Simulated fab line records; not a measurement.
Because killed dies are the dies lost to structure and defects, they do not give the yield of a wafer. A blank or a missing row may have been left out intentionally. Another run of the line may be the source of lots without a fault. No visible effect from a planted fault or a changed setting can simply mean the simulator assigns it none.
Chamber matching    flow n5_finfet    N5_MOL_CONTACT_COAG_STRIP_96 on rie_diel-02: 4 sister chambers
The step strips in N2/H2. 18 wafers are shown with their chamber, then 9 later ones without.

== WAFERS PAIRED WITH THEIR CHAMBERS ==
wafer   chamber  throttle_valve_pct (%)  showerhead_plenum_p_Torr (Torr)  drypump_motor_current_A (A)
L079.3  2        18.2                    3.56                             5.3
L079.5  0        18.2                    3.27                             5.7
L079.6  3        18.9                    3.39                             5.8
L080.3  2        18.2                    3.56                             5.4
L080.4  3        18.9                    3.39                             5.8
L080.6  0        18.2                    3.27                             5.7
L081.3  2        18.2                    3.56                             5.4
L081.4  3        18.9                    3.39                             5.8
L081.5  0        18.2                    3.27                             5.7
L085.1  3        18.9                    3.39                             5.8
L085.3  2        18.2                    3.55                             5.4
L085.4  1        19.2                    3.46                             6.0
L086.2  3        18.9                    3.38                             5.8
L086.4  2        18.2                    3.55                             5.4
L086.5  3        18.9                    3.38                             5.8
L089.1  0        18.2                    3.26                             5.7
L089.4  2        18.3                    3.54                             5.3
L089.6  1        19.2                    3.46                             6.0

SIGNATURES (means of the wafers above)
reading                   chamber 0  chamber 1  chamber 2  chamber 3  scatter within a chamber
throttle_valve_pct        18.200     19.200     18.217     18.900     0.0244
showerhead_plenum_p_Torr  3.2675     3.4600     3.5533     3.3867     0.00622
drypump_motor_current_A   5.700      6.000      5.367      5.800      0.0309
Rule: for each reading, subtract the chamber's mean from the wafer's reading, divide by that reading's scatter and square the result; add these up over the readings and take the root, which gives the wafer's distance from the chamber. The wafer belongs to the nearest chamber; if the next one is less than 2 further off, it can't be placed. The scatter: the root of (the sum of the squares of (reading less its chamber's mean) over the shown wafers, divided by (wafers less chambers)).

== WAFERS WHOSE CHAMBER IS MISSING ==
wafer   throttle_valve_pct (%)  showerhead_plenum_p_Torr (Torr)  drypump_motor_current_A (A)
L090.2  18.2                    3.54                             5.4
L090.4  19.2                    3.45                             6.0
L090.5  18.2                    3.26                             5.7
L091.2  19.2                    3.45                             6.0
L091.5  18.9                    3.38                             5.8
L091.6  18.2                    3.26                             5.7
L096.3  18.9                    3.37                             5.8
L096.4  18.3                    3.54                             5.4
L096.6  18.3                    3.54                             5.4

== CHAMBER TAKEN BY EACH ==
wafer   from the rows above  in truth
L090.2  2                    2
L090.4  1                    1
L090.5  0                    0
L091.2  1                    1
L091.5  3                    3
L091.6  0                    0
L096.3  3                    3
L096.4  2                    2
L096.6  2                    2
9 of 9 placed correctly. Number that these rows cannot place: 0. Number placed wrongly: 0.
